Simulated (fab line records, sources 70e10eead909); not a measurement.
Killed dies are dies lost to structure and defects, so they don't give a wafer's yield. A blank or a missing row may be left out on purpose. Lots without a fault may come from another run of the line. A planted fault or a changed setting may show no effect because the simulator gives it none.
fab line records | flow nand_harc
record lots=5 wafers=15 last_day=33
route steps=1302 shown P_GATE@143 END@1302
lots that met no fault: from a run of the same line without faults
start_h: hours from the record's first day to the start of the lot's first wafer shown | wait_h: hours since the lot's step before | " the same as in the row above | L1.1+2: a row that stands for several wafers | - no value, or no start given | * or withheld: withheld | < > ~ a bound
route shown NAME@n: a module of which the file shows steps, and the number in the route of the first | usual: mean/standard deviation of fault-free wafers | same: alike in all rows | chamber/n: place in a boat | sites: the reading at each site | _std_site: their standard deviation | _edge_site: outer sites' mean less inner sites' | radius_mm: how far each site lies from the wafer's centre | mask NAME#n: copy n | behind: the tool/chamber that last shaped the wafer | hold: why the lot was held/for how many hours/how that ended | device: the transistor (n, p or np) that didn't switch | end of line: the same wafers' tests at the end of the route | a step without rows: its recipe alone | killed: dies lost to structure and defects at the first sort, not the wafer's yield | map: a wafer's dies, x killed, . not, _ none there
set.NAME: the setting as run; set.NAME@STEP: as run at that earlier step | model.NAME: the simulator's own value behind a step, which no gauge read
lots at some steps of the route; a table a step, a row a wafer
services: from which hour (start_h, from the record's first day; less than 0 if before it) a tool's chamber was out of use, for how many hours, and why
## steps
# step NHARC_P_GATE_INSPECT_28
# usual raw_defect_count=6/3.6
# columns lot.wafer tool chamber start_h wait_h raw_defect_count
L997.2 defect_inspect-02 - 111.95 0.0 25
L997.4 " - " " 5
L997.6 " - " " 9
L998.2 defect_inspect-02 - 112.01 0.0 2
L998.3 " - " " 4
L998.6 " - " " 8
L107.1 defect_inspect-02 - 203.44 0.0 7
L107.2 " - " " 2
L107.3 " - " " 6
L117.3 defect_inspect-01 - 306.51 0.0 3
L117.4 " - " " 7
L117.5 " - " " 6
L119.2 defect_inspect-01 - 328.89 0.0 8
L119.5 " - " " 7
L119.6 " - " " 7
# step NHARC_P_GATE_DESCUM_31
# recipe time_s=3 o2_flow_sccm=200 ar_flow_sccm=0 bias_power_w=0 chemistry=O2
# step NHARC_P_GATE_ETCH_104
# recipe target_depth_a=600 time_s=withheld cf4_flow_sccm=100 chf3_flow_sccm=30 ar_flow_sccm=0 rf_w=500 bias_w=200 chemistry=CF4/CHF3
# usual drypump_motor_current_A=6.0/0.37 oes_product_au=0.947/0.022 rf_vpp_V=369.3/2.5 showerhead_plenum_p_Torr=1.54/0.073 throttle_valve_pct=16.801/0.0096
# columns lot.wafer tool chamber start_h wait_h drypump_motor_current_A oes_product_au rf_vpp_V showerhead_plenum_p_Torr throttle_valve_pct
L997.4 rie_diel-01 0 112.13 0.1 5.8 0.926 370.0 1.51 16.806
L997.2 " 1 " " 6.7 0.905 366.1 1.48 16.797
L997.6 " 2 " " 5.8 0.919 367.0 1.47 16.802
L998.2 rie_diel-01 1 112.16 0.1 6.7 0.939 367.8 1.48 16.789
L998.3 " 3 " " 5.6 0.944 374.0 1.67 16.800
L998.6 " 0 " " 5.8 0.952 367.4 1.51 16.800
L107.3 rie_diel-01 0 203.58 0.1 5.8 0.993 368.2 1.51 16.801
L107.2 " 1 " " 6.7 0.964 367.2 1.48 16.787
L107.1 " 3 " " 5.7 0.966 372.7 1.67 16.805
L117.4 rie_diel-01 1 306.66 0.1 6.7 0.980 367.3 1.48 16.814
L117.3 " 2 " " 5.9 0.953 367.3 1.47 16.792
L117.5 " 2 " " 5.9 0.955 367.9 1.47 16.807
L119.2 rie_diel-12 0 329.04 0.1 5.9 0.924 373.6 1.66 16.796
L119.5 " 3 " " 6.4 0.930 372.9 1.63 16.810
L119.6 " 0 " " 5.9 0.917 373.0 1.66 16.811
# step NHARC_P_GATE_HM_OPEN_105
# recipe target_depth_a=3600 o2_flow_sccm=400 cos_flow_sccm=20 ar_flow_sccm=0 rf_w=500 bias_w=300 chemistry=O2/COS
# step NHARC_P_GATE_STRIP_106
# recipe o2_flow_sccm=400 cos_flow_sccm=20 ar_flow_sccm=0 bias_w=0 chemistry=O2/COS
# step NHARC_P_GATE_ETCH_114
# recipe target_depth_a=300 overetch_a=30 time_s=16.5 ion_energy_ev=100 cf4_flow_sccm=80 o2_flow_sccm=20 ar_flow_sccm=0 rf_w=300 bias_w=100 chemistry=CF4/O2
# step NHARC_P_GATE_ETCH_32
# recipe target_depth_a=1500 over_etch_frac=1 over_etch_ion_energy_ev=40 time_s=100.1 hbr_flow_sccm=150 cl2_flow_sccm=50 rf_w=400 icp_w=400 bias_w=100 chemistry=HBr/Cl2
# usual drypump_motor_current_A=5.7/0.42 hbr_flow_sccm=150.0/0.47 oes_product_au=1.005/0.0093 throttle_valve_pct=26.406/0.0089
# columns lot.wafer tool chamber start_h wait_h drypump_motor_current_A hbr_flow_sccm oes_product_au rf_hours_counter_h throttle_valve_pct
L997.2 rie_si-02 1 112.53 - 5.2 150.3 1.008 0.0 26.410
L997.4 " 2 " " 5.7 149.1 0.999 0.0 26.408
L997.6 " 0 " " 6.2 150.0 0.995 - 26.403
L998.2 rie_si-05 2 112.59 - 5.9 149.7 0.995 0.9 26.396
L998.3 " 3 " " 5.2 150.9 0.984 1.0 26.416
L998.6 " 3 " " 5.2 151.0 0.989 - 26.400
L107.3 rie_si-05 2 204.00 - 5.9 149.9 1.007 0.4 26.397
L107.1 " 3 " " 5.2 149.6 1.005 0.3 26.397
L107.2 " 0 " " 5.6 149.3 1.007 0.3 26.415
L117.4 rie_si-02 3 307.05 - 5.0 149.7 1.006 0.0 26.391
L117.3 " 1 " " 5.2 149.9 1.012 0.2 26.399
L117.5 " 3 " " 5.0 150.0 0.993 - 26.406
L119.2 rie_si-04 0 329.46 - 6.2 150.7 0.976 0.8 26.400
L119.6 " 1 " " 6.1 150.1 1.001 - 26.405
L119.5 " 2 " " 5.2 150.1 0.997 - 26.405
# step NHARC_P_GATE_STRIP_108
# recipe o2_flow_sccm=500 ar_flow_sccm=0 bias_w=0 chemistry=O2
# usual drypump_motor_current_A=6.0/0.37 oes_product_au=0.999/0.01 rf_vpp_V=57.7/0.9 showerhead_plenum_p_Torr=3.46/0.16 throttle_valve_pct=17.037/0.011
# columns lot.wafer tool chamber start_h wait_h drypump_motor_current_A oes_product_au rf_hours_counter_h rf_vpp_V showerhead_plenum_p_Torr throttle_valve_pct
L997.4 rie_diel-01 3 112.70 - 5.6 0.987 4.4 57.2 3.74 17.041
L997.2 " 0 " " 5.8 0.999 4.8 56.9 3.38 17.042
L997.6 " 2 " " 5.9 1.006 - 57.0 3.30 17.049
L998.3 rie_diel-12 2 112.78 - 6.6 1.014 2.2 58.6 3.41 17.017
L998.2 " 3 " " 6.4 1.006 2.3 58.4 3.66 17.050
L998.6 " 1 " " 6.1 1.007 - 60.2 3.50 17.047
L107.2 rie_diel-06 1 204.15 - 5.7 1.001 2.9 56.8 3.31 17.025
L107.1 " 3 " " 5.5 1.010 2.9 58.8 3.34 17.035
L107.3 " 0 " " 5.9 1.015 3.0 56.9 3.35 17.044
L117.4 rie_diel-12 3 307.23 - 6.4 0.992 3.1 58.0 3.65 17.024
L117.3 " 0 " " 5.9 0.988 3.0 58.0 3.72 17.032
L117.5 " 2 " " 6.5 1.007 - 55.9 3.41 17.034
L119.2 rie_diel-01 3 329.57 - 5.7 0.994 5.9 56.9 3.74 17.032
L119.5 " 3 " " 5.7 0.987 - 59.2 3.74 17.031
L119.6 " 0 " " 5.8 1.015 - 56.2 3.37 17.014
# step NHARC_P_GATE_CD_MEAS_33
# usual cd_nm=119.4/2.5
# columns lot.wafer tool chamber start_h wait_h cd_nm
L997.2 cd_sem-02 - 112.85 - 121.2
L997.4 " - " " 118.3
L997.6 " - " " 123.4
L998.2 cd_sem-01 - 112.92 - 120.8
L998.3 " - " " 118.2
L998.6 " - " " 117.0
L107.1 cd_sem-01 - 204.35 0.2 120.1
L107.2 " - " " 116.2
L107.3 " - " " 113.7
L117.3 cd_sem-03 - 307.37 - 118.5
L117.4 " - " " 115.3
L117.5 " - " " 117.9
L119.2 cd_sem-01 - 329.75 - 116.2
L119.5 " - " " 119.7
L119.6 " - " " 121.2
# step NHARC_P_GATE_STRIP_35
# recipe time_s=600 temp_c=130 chemistry=SPM
# step NHARC_P_GATE_PRECLEAN_73
# recipe time_s=* temp_c=50 bath_age_min=0 chemistry=SC1
# step NHARC_P_GATE_SRD_74
# step NHARC_P_GATE_ALD_36
# recipe target_thk_a=200 pulse_time_s=60 ald_cycles=223 temp_c=400 material=SiNx
# usual heater_power_w=803/80 precursor_pulse_height_rel=1.002/0.019
# same ald_cycles=223
# columns lot.wafer tool chamber start_h wait_h heater_power_w precursor_pulse_height_rel
L998.3 ald_sin-02 0 113.38 - 819 0.992
L998.2 " 2 115.47 - 760 1.007
L998.6 " 1 118.60 - 869 1.009
L997.2 ald_sin-03 2 114.37 - 745 1.030
L997.4 " 3 115.43 - 654 1.025
L997.6 " 1 117.55 - 893 0.975
L107.1 ald_sin-02 3 205.85 - 917 1.005
L107.2 " 0 206.88 - 798 1.006
L107.3 " 1 207.92 - 879 1.012
L117.4 ald_sin-03 1 307.83 - 902 0.999
L117.3 " 0 311.04 - 661 1.012
L117.5 " 2 313.18 - 740 0.977
L119.2 ald_sin-04 2 330.21 - 780 1.007
L119.5 " 2 334.35 - 804 0.973
L119.6 " 3 335.38 - 875 0.997
# step NHARC_P_GATE_ETCHBACK_37
# recipe target_depth_a=345 time_s=17.2 chf3_flow_sccm=50 o2_flow_sccm=10 ar_flow_sccm=200 rf_w=500 bias_w=200 chemistry=CHF3/O2
# step NHARC_P_GATE_STRIP_101
# recipe time_s=20 o2_flow_sccm=500 ar_flow_sccm=0 bias_w=0 chemistry=O2
# step NHARC_P_GATE_PRECLEAN_97
# recipe time_s=600 temp_c=120 chemistry=SPM
# step NHARC_P_GATE_SRD_98
# step NHARC_P_GATE_PRECLEAN_99
# recipe time_s=* temp_c=50 bath_age_min=0 chemistry=SC1
# step NHARC_P_GATE_SRD_100
# step NHARC_P_GATE_DEHYDRATE_38
# recipe temp_c=150 time_s=120
# step NHARC_P_GATE_HMDS_39
# recipe time_s=30
# step NHARC_P_GATE_COAT_40
# recipe spin_rpm=3000
# step NHARC_P_GATE_SOFTBAKE_41
# recipe temp_c=122 time_s=95
# step NHARC_P_GATE_EBR_42
# step NHARC_P_GATE_EXPOSE_43
# recipe na=0.6 target_cd_nm=720 dose_mj=14.81 mask_id=P_NSD
# step NHARC_P_GATE_PEB_44
# recipe peb_temp_c=118 peb_time_s=85
# step NHARC_P_GATE_DEVELOP_45
# recipe time_s=70
# step NHARC_P_GATE_CD_MEAS_46
# recipe target_cd_nm=720 landing_energy_ev=500
# usual cd_nm=719.2/1.7
# columns lot.wafer tool chamber start_h wait_h cd_nm
L998.2 cd_sem-01 0 123.71 - 720.4
L998.3 " 0 " " 718.0
L998.6 " 0 " " 718.9
L997.2 cd_sem-03 0 123.89 - 720.1
L997.4 " 0 " " 720.1
L997.6 " 0 " " 719.4
L107.1 cd_sem-03 0 215.09 - 718.7
L107.2 " 0 " " 720.7
L107.3 " 0 " " 719.1
L117.3 cd_sem-02 0 318.32 - 717.5
L117.4 " 0 " " 720.8
L117.5 " 0 " " 718.4
L119.2 cd_sem-02 0 340.49 - 718.1
L119.5 " 0 " " 718.9
L119.6 " 0 " " 717.7
# step NHARC_P_GATE_HARDBAKE_47
# recipe temp_c=125 time_s=80
# step NHARC_P_GATE_DESCUM_48
# recipe time_s=3 o2_flow_sccm=200 ar_flow_sccm=0 bias_power_w=0 chemistry=O2
# usual drypump_motor_current_A=6.0/0.37 oes_product_au=1.001/0.0097 rf_vpp_V=57.6/0.93 showerhead_plenum_p_Torr=1.87/0.096 throttle_valve_pct=11.312/0.0093
# columns lot.wafer tool chamber start_h wait_h drypump_motor_current_A oes_product_au rf_hours_counter_h rf_vpp_V showerhead_plenum_p_Torr throttle_valve_pct
L998.3 rie_diel-01 1 123.89 - 6.7 1.005 5.0 58.3 1.80 11.308
L998.2 " 2 " " 5.9 1.012 4.5 57.6 1.78 11.313
L998.6 " 0 " " 5.8 1.017 - 58.0 1.83 11.310
L997.2 rie_diel-06 2 124.05 - 5.8 0.972 9.8 56.9 1.81 11.298
L997.4 " 0 " " 5.9 1.014 9.0 57.1 1.81 11.305
L997.6 " 2 " " 5.8 0.972 - 57.2 1.81 11.299
L107.2 rie_diel-01 2 215.26 - 5.9 0.990 0 57.2 1.78 11.315
L107.3 " 3 " " 5.6 0.989 0 56.7 2.04 11.308
L107.1 " 0 " " 5.7 1.013 0 57.6 1.83 11.321
L117.4 rie_diel-06 3 318.47 - 5.5 0.994 0 56.3 1.80 11.316
L117.3 " 2 " " 5.8 1.000 0 58.8 1.81 11.307
L117.5 " 3 " " 5.5 0.993 - 56.6 1.80 11.307
L119.2 rie_diel-12 1 340.64 - 6.1 0.992 4.5 58.3 1.89 11.293
L119.5 " 2 " " 6.6 1.018 - 58.5 1.84 11.306
L119.6 " 0 " " 5.9 1.007 - 57.9 2.03 11.312
# step NHARC_P_GATE_IMPLANT_49
# recipe energy_kev=30 dose_cm2=3e+15 tilt_deg=7
# step NHARC_P_GATE_STRIP_111
# recipe power_w=1500 temp_c=110 time_s=250 chemistry=N2/H2
# usual drypump_motor_current_A=5.6/0.46 heater_power_w=88/7.2
# columns lot.wafer tool chamber start_h wait_h drypump_motor_current_A heater_power_w rf_hours_counter_h
L998.2 plasma_asher-01 1 124.29 0.2 5.3 97 16
L998.3 " 1 " " 5.3 97 -
L998.6 " 1 " " 5.3 96 -
L997.2 plasma_asher-02 1 124.42 0.2 6.0 84 8
L997.4 " 1 " " 6.0 85 -
L997.6 " 0 " " 6.2 90 -
L107.2 plasma_asher-01 0 215.62 0.2 5.1 82 37
L107.1 " 1 " " 5.3 97 37
L107.3 " 1 " " 5.3 96 -
L117.3 plasma_asher-01 0 318.94 0.2 5.1 78 -
L117.4 " 1 " " 5.3 99 -
L117.5 " 0 " " 5.1 77 -
L119.2 plasma_asher-01 0 341.18 0.3 5.0 79 29
L119.6 " 1 " " 5.3 97 -
L119.5 " 0 " " 5.0 77 -
# step NHARC_P_GATE_STRIP_75
# recipe power_w=1500 temp_c=250 chemistry=O2
# step NHARC_P_GATE_STRIP_50
# recipe time_s=900 temp_c=130 chemistry=SPM
# step NHARC_P_GATE_DEHYDRATE_51
# recipe temp_c=150 time_s=120
# step NHARC_P_GATE_HMDS_52
# recipe time_s=30
# step NHARC_P_GATE_COAT_53
# recipe spin_rpm=3000
# step NHARC_P_GATE_SOFTBAKE_54
# recipe temp_c=122 time_s=95
# step NHARC_P_GATE_EBR_55
# step NHARC_P_GATE_EXPOSE_56
# recipe na=0.6 target_cd_nm=720 dose_mj=14.81 mask_id=P_PSD
# step NHARC_P_GATE_PEB_57
# recipe peb_temp_c=118 peb_time_s=85
# step NHARC_P_GATE_DEVELOP_58
# recipe time_s=70
# step NHARC_P_GATE_INSPECT_68
# usual raw_defect_count=195/62
# columns lot.wafer tool chamber start_h wait_h raw_defect_count
L998.2 defect_inspect-02 - 130.26 0.1 127
L998.3 " - " " 216
L998.6 " - " " 136
L997.2 defect_inspect-01 - 130.39 0.1 154
L997.4 " - " " 157
L997.6 " - " " 144
L107.1 defect_inspect-01 - 221.37 0.2 1519
L107.2 " - " " 188
L107.3 " - " " 129
L117.3 defect_inspect-02 - 324.86 0.1 158
L117.4 " - " " 117
L117.5 " - " " 167
L119.2 defect_inspect-02 - 347.12 0.1 222
L119.5 " - " " 203
L119.6 " - " " 206
# step NHARC_END_SORT_01
# recipe temp_c=25
# usual killed_at_array=59/19 killed_at_other=1.0/1.1 killed_at_periphery=3.8/2.4 killed_dies=64/19 killed_open=3.3/2 killed_short=2.4/1.6
# same gross_dies=677
# columns lot.wafer tool chamber start_h wait_h killed_at_array killed_at_other killed_at_periphery killed_dies killed_open killed_short
L107.1 prober-01 0 677.65 2.5 52 1 96 149 3 2
L107.2 prober-01 0 678.45 2.8 52 1 4 57 4 2
L107.3 prober-01 0 679.25 3.1 53 0 9 62 3 2
# killed by level:class
L107.1 P_GATE:unspecified=92 A_CHANNEL_HOLE_D1:chamber_film_flake=32 A_CHANNEL_HOLE_D2:chamber_film_flake=14 P_BONDPAD:chamber_film_flake=2 A_CHANNEL_FILL_D2:geometric_particle:open=1 A_CHANNEL_FILL_D2:geometric_particle:short=1 A_SGD_CUT:geometric_particle:open=1 A_WL_FILL:geometric_particle:open=1
L107.2 A_CHANNEL_HOLE_D1:chamber_film_flake=33 A_CHANNEL_HOLE_D2:chamber_film_flake=11 P_GATE:geometric_particle:open=2 A_ZERO_WELL:chamber_film_flake=2 P_CONTACT:geometric_particle:open=1 A_DECK1_JOINT:geometric_particle:short=1 A_DECK1_JOINT:geometric_particle:open=1 A_M1:geometric_particle:short=1
L107.3 A_CHANNEL_HOLE_D1:chamber_film_flake=36 A_CHANNEL_HOLE_D2:chamber_film_flake=12 P_GATE:chamber_film_flake=4 P_GATE:geometric_particle:open=1 P_CONTACT:geometric_particle:short=1 A_CHANNEL_FILL_D1:geometric_particle:short=1 A_CHANNEL_FILL_D2:geometric_particle:open=1 A_M0:geometric_particle:open=1
# map L107.1 (x killed, . not)
____________.____________
_________......._________
_______..........._______
______.............______
_____..............._____
____...xxx...........____
____.xxxx.x..........____
___.xx...x.x..........___
___....xxxxx..........___
__...xxxx.......x......__
__....xx....x......x...__
_......xxx.....x.x.x...._
_..x..x.xx.....xxx......_
_......xx..........x...._
_.......x.......xx.x...._
_......x..........x....._
.................x..x....
.........................
.......x.x......x........
.........................
.............x.x.........
_......................._
_................xx....._
_............x.xxxxxx.x._
_.............xxxxxxxx.._
_............xxxxxxxx.x._
__..........x.xxxxxxxx.__
__x..x.......xxxxxxxxxx__
___..........xxxxxxxxx___
___..........xxxxxxxxx___
____..........xxxxxxx____
____..........xxxxxxx____
_____.........xxxxxx_____
______........xxxxx______
_______........xxx_______
_________......._________
____________.____________
# map L998.6 (x killed, . not)
____________.____________
_________..x...._________
_______..........._______
______..x..........______
_____..............._____
____x..x.............____
____.x.xxxx..........____
___...xxxxx.........x.___
___.x.xxxxx...........___
__x...xxxxx......x.....__
__....xxxxxx.......x...__
_x....xxxx.............._
_.xx..xx.x.............._
_x.....xxxx............._
_.xxx..xx..............._
_.x.............x......._
.........................
.x.......................
.........................
.........................
.........................
_......................._
_......................._
_......................._
_.........x............._
_.x....................._
__.............x.......__
__x....................__
___...............x..x___
___...................___
____.................____
____.................____
_____..............._____
______.............______
_______..........._______
_________......._________
____________.____________
## services
# columns tool chamber start_h hours kind
rie_diel-06 2 89.93 10.7 repair
rie_diel-12 - 91.42 9.0 pm
rie_diel-01 2 101.90 10.0 repair
rie_diel-12 - 103.63 0.5 repair
rie_diel-01 2 114.98 3.0 repair
rie_diel-12 3 121.60 6.9 repair
rie_diel-06 - 130.20 9.0 pm
rie_diel-01 2 138.35 6.4 repair
rie_diel-06 1 150.16 4.8 repair
rie_diel-01 - 169.46 1.3 repair
plasma_asher-01 - 187.31 1.3 repair
rie_diel-06 2 203.48 2.3 repair
rie_diel-01 - 203.80 9.0 pm
plasma_asher-01 - 224.73 9.0 pm
rie_diel-06 3 227.20 5.2 repair
rie_diel-01 2 231.36 18.8 repair
rie_diel-01 - 239.27 0.7 repair
rie_diel-01 1 240.66 5.5 repair
rie_diel-01 - 254.04 0.7 repair
plasma_asher-01 - 265.50 0.4 repair
rie_diel-12 - 268.42 9.0 pm
rie_diel-01 3 270.46 5.8 repair
rie_diel-12 2 296.80 3.3 repair
rie_diel-06 - 307.20 9.0 pm
## key
first_sign step=NHARC_P_GATE_INSPECT_68 reading=raw_defect_count direction=up sigmas=21 usual=195 struck=1519
effect step=NHARC_END_SORT_01 reading=killed_at_periphery direction=up sigmas=38 usual=3.8 struck=96
more_kills_born_at NHARC_P_GATE_ALD_36@ald_sin-02=92
met_at NHARC_P_GATE_ALD_36
struck_wafers L107.1
tester_left_out L107
fault kind=chamber_particle_source tool=ald_sin-02 chamber=3 onset_h=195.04 steps=NHARC_P_GATE_ALD_36 rate_per_visit_cm2=2.1476 end_h=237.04
# tester_left_out: of these lots the tester's yield and bins aren't shown, on N5 and GAA mostly nor the transistor test; their killed dies are dies lost to structure and defects alone, not to doping, threshold or leakage, so they don't give the yield
